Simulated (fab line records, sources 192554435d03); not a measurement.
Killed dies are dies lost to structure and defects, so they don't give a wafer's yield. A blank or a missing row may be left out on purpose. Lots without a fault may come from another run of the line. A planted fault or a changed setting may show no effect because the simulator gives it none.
Which tool did it? | flow n5_finfet | 11 lots, 32 wafers sampled, at 5 steps of a route of 1938

WHAT THE GAUGES READ, wafer by wafer
The record holds no reading of a measuring or inspecting step that can be judged against a usual standard deviation.

WHICH TOOL RAN EACH LOT (tool, then ch and the chambers of the sampled wafers, then the start)
lot  | N5_BEOL_M11_HM_DEP_02        | N5_BEOL_M11_ETCH_61                | N5_BEOL_M11_CURE_72           | N5_BEOL_M11_CVD_75               | N5_PASSIVATION_PROBE_49
L979 | pvd_sputter-03, day 10 18:17 | rie_diel-03 ch 0,1, day 10 19:01   | uv_cure-01 ch 1, day 10 20:49 | cvd_co-02 ch 1,2, day 10 21:59   | -
L978 | pvd_sputter-03, day 10 21:23 | rie_diel-01 ch 1,2,3, day 10 22:01 | uv_cure-03 ch 0, day 10 23:52 | cvd_co-02 ch 0,1, day 11 01:17   | -
L977 | pvd_sputter-03, day 11 00:53 | rie_diel-06 ch 2,3, day 11 01:41   | uv_cure-02 ch 2, day 11 04:39 | cvd_co-01 ch 0,1,2, day 11 06:08 | -
L980 | pvd_sputter-03, day 11 04:52 | rie_diel-01 ch 1,2, day 11 05:29   | uv_cure-03 ch 1, day 11 08:41 | cvd_co-01 ch 0,1,2, day 11 09:52 | -
L981 | pvd_sputter-01, day 11 11:51 | rie_diel-03 ch 0,3, day 11 12:39   | uv_cure-03 ch 2, day 11 14:55 | cvd_co-01 ch 0,2, day 11 16:17   | -
L986 | pvd_sputter-01, day 13 19:50 | rie_diel-06 ch 0,1, day 13 20:28   | uv_cure-02 ch 2, day 14 00:09 | cvd_co-02 ch 0,1,2, day 14 01:35 | -
L988 | pvd_sputter-03, day 13 19:56 | rie_diel-01 ch 0,1, day 13 20:37   | uv_cure-03 ch 0, day 13 23:47 | cvd_co-02 ch 0,1,2, day 14 01:29 | -
L992 | pvd_sputter-02, day 13 19:56 | rie_diel-03 ch 0,1,2, day 13 20:39 | uv_cure-01 ch 0, day 14 00:47 | cvd_co-02 ch 0,2, day 14 01:58   | -
L989 | pvd_sputter-01, day 13 20:02 | rie_diel-06 ch 0,3, day 13 20:43   | uv_cure-02 ch 2, day 13 23:44 | cvd_co-01 ch 0,1,2, day 14 01:28 | prober-02, day 15 15:26
L994 | pvd_sputter-01, day 14 22:40 | rie_diel-03 ch 1,2, day 14 23:15   | uv_cure-03 ch 0, day 15 02:40 | cvd_co-01 ch 0,2, day 15 03:44   | -
L999 | pvd_sputter-02, day 16 15:20 | rie_diel-03 ch 1,2, day 16 15:58   | uv_cure-01 ch 1, day 16 19:44 | cvd_co-02 ch 0,1,2, day 16 20:41 | -
- N5_BEOL_M11_HM_DEP_02: deposits TiN, target thk 20 nm.
- N5_BEOL_M11_ETCH_61: etches SiARC in CF4, target depth 39 nm, time 65 s.
- N5_BEOL_M11_CURE_72: cures SiCOH lowk, time 120 s.
- N5_BEOL_M11_CVD_75: deposits Co from CCTBA/H2, target thk 2 nm, time 138.9 s.
- N5_PASSIVATION_PROBE_49

WHAT THE TOOLS THEMSELVES READ (means of the sampled wafers that have a number; where no wafer has one, the mark that the record gives instead)
N5_BEOL_M11_HM_DEP_02.
lot  | tool           | throttle_valve_pct (%)
L979 | pvd_sputter-03 | 28.8
L978 | pvd_sputter-03 | 30.2
L977 | pvd_sputter-03 | 28.4
L980 | pvd_sputter-03 | 30.2
L981 | pvd_sputter-01 | 30.0
L986 | pvd_sputter-01 | 29.1
L988 | pvd_sputter-03 | 29.8
L992 | pvd_sputter-02 | 29.8
L989 | pvd_sputter-01 | 29.4
L994 | pvd_sputter-01 | 29.6
L999 | pvd_sputter-02 | 29.9

N5_BEOL_M11_ETCH_61.
lot  | tool        | drypump_motor_current_A (A) | etch_rf_on_time_s (s) | oes_product_au (a.u.) | rf_vpp_V (V) | showerhead_plenum_p_Torr (Torr) | throttle_valve_pct (%)
L979 | rie_diel-03 | 5.7                         | 66.5                  | 0.67                  | 186.1        | 2.26                            | 15.24
L978 | rie_diel-01 | 6.0                         | 65.0                  | 0.65                  | 182.7        | 2.09                            | 15.60
L977 | rie_diel-06 | 5.3                         | 65.2                  | 0.67                  | 185.3        | 2.22                            | 15.80
L980 | rie_diel-01 | 6.0                         | 63.7                  | 0.61                  | 183.2        | 2.10                            | 15.67
L981 | rie_diel-03 | 5.4                         | 64.5                  | 0.74                  | 185.2        | 2.24                            | 15.37
L986 | rie_diel-06 | 5.9                         | 64.7                  | 0.71                  | 184.2        | 2.13                            | 15.31
L988 | rie_diel-01 | 5.6                         | 65.3                  | 0.60                  | 183.8        | 2.14                            | 15.66
L992 | rie_diel-03 | 5.5                         | 66.3                  | 0.65                  | 184.5        | 2.18                            | 15.32
L989 | rie_diel-06 | 5.6                         | 65.0                  | 0.71                  | 184.2        | 2.14                            | 15.66
L994 | rie_diel-03 | 5.6                         | 66.8                  | 0.62                  | 184.2        | 2.14                            | 15.34
L999 | rie_diel-03 | 5.7                         | 67.0                  | 0.62                  | 185.3        | 2.16                            | 15.35

N5_BEOL_M11_CURE_72.
lot  | tool       | lamp_power_pct (%) | wafer_temp_C_max
L979 | uv_cure-01 | 52.32              | 372.9
L978 | uv_cure-03 | 52.30              | 371.6
L977 | uv_cure-02 | 52.32              | 371.8
L980 | uv_cure-03 | 52.37              | 372.2
L981 | uv_cure-03 | 52.32              | 372.7
L986 | uv_cure-02 | 52.28              | 371.6
L988 | uv_cure-03 | 52.28              | 371.3
L992 | uv_cure-01 | 52.35              | 371.1
L989 | uv_cure-02 | 52.33              | 371.5
L994 | uv_cure-03 | 52.32              | 371.4
L999 | uv_cure-01 | 52.33              | 372.9

N5_BEOL_M11_CVD_75.
lot  | tool      | chamber_pressure_Torr (Torr) | run_length_s (s)
L979 | cvd_co-02 | 30.06                        | 161.9
L978 | cvd_co-02 | 29.97                        | 162.5
L977 | cvd_co-01 | 30.01                        | 161.1
L980 | cvd_co-01 | 30.01                        | 161.1
L981 | cvd_co-01 | 30.09                        | 161.0
L986 | cvd_co-02 | 30.02                        | 162.4
L988 | cvd_co-02 | 29.92                        | 162.1
L992 | cvd_co-02 | 30.06                        | 162.5
L989 | cvd_co-01 | 29.97                        | 175.2
L994 | cvd_co-01 | 30.05                        | 181.9
L999 | cvd_co-02 | 29.92                        | 162.2

N5_PASSIVATION_PROBE_49.
lot  | tool      | defect_limited_yield (%) | killed_at_M0_to_M3 | killed_at_M4_up | killed_at_contacts | killed_at_front_end | killed_at_other | killed_dies | killed_open | killed_short | sort_bin_5_function (%) | sort_bin_6_memory (%) | sort_bin_8_speed (%) | sort_n_pass | sort_yield_pct (%)
L989 | prober-02 | 92.2                     | 27                 | 21              | 3                  | 40                  | 1               | 92          | 62          | 28           | 4.7                     | 2.9                   | 0.00                 | 1088        | 92.2

THE ANSWER, worked out from the rows above alone
Rule: what is usual is taken from the lots themselves. Put in order of their means at a reading, lots are off if they are a third of the lots or fewer, leave a main group of 4 or more, and stand apart from it by a gap of 3 or more times the standard deviation of the main group's means; of several such gaps the widest counts. A main group whose means are all the same, to the digits that the tables above print for the reading, isn't used. A lot without any number at a reading at which 4 lots or more have one is off too. The other lots that the step has rows for count as sound. The gauges are gone through in route order, then the tools' own readings, and for those a lot's mean is taken as printed above. The first step at which some lot is off is used, and at that step the reading that is off furthest; a lot without a number counts as furthest.
Off: L989, L994, at N5_BEOL_M11_CVD_75 (run_length_s). The main group: mean 161.9 s, standard deviation 0.59.
A tool fits if, at that step or a process step before it, it ran every lot that is off, and no sound lot after the first of them. Can't be told from this: 2 tools fit, pvd_sputter-01 at N5_BEOL_M11_HM_DEP_02, cvd_co-01 at N5_BEOL_M11_CVD_75.

WHAT THE SIMULATOR HAD PUT IN
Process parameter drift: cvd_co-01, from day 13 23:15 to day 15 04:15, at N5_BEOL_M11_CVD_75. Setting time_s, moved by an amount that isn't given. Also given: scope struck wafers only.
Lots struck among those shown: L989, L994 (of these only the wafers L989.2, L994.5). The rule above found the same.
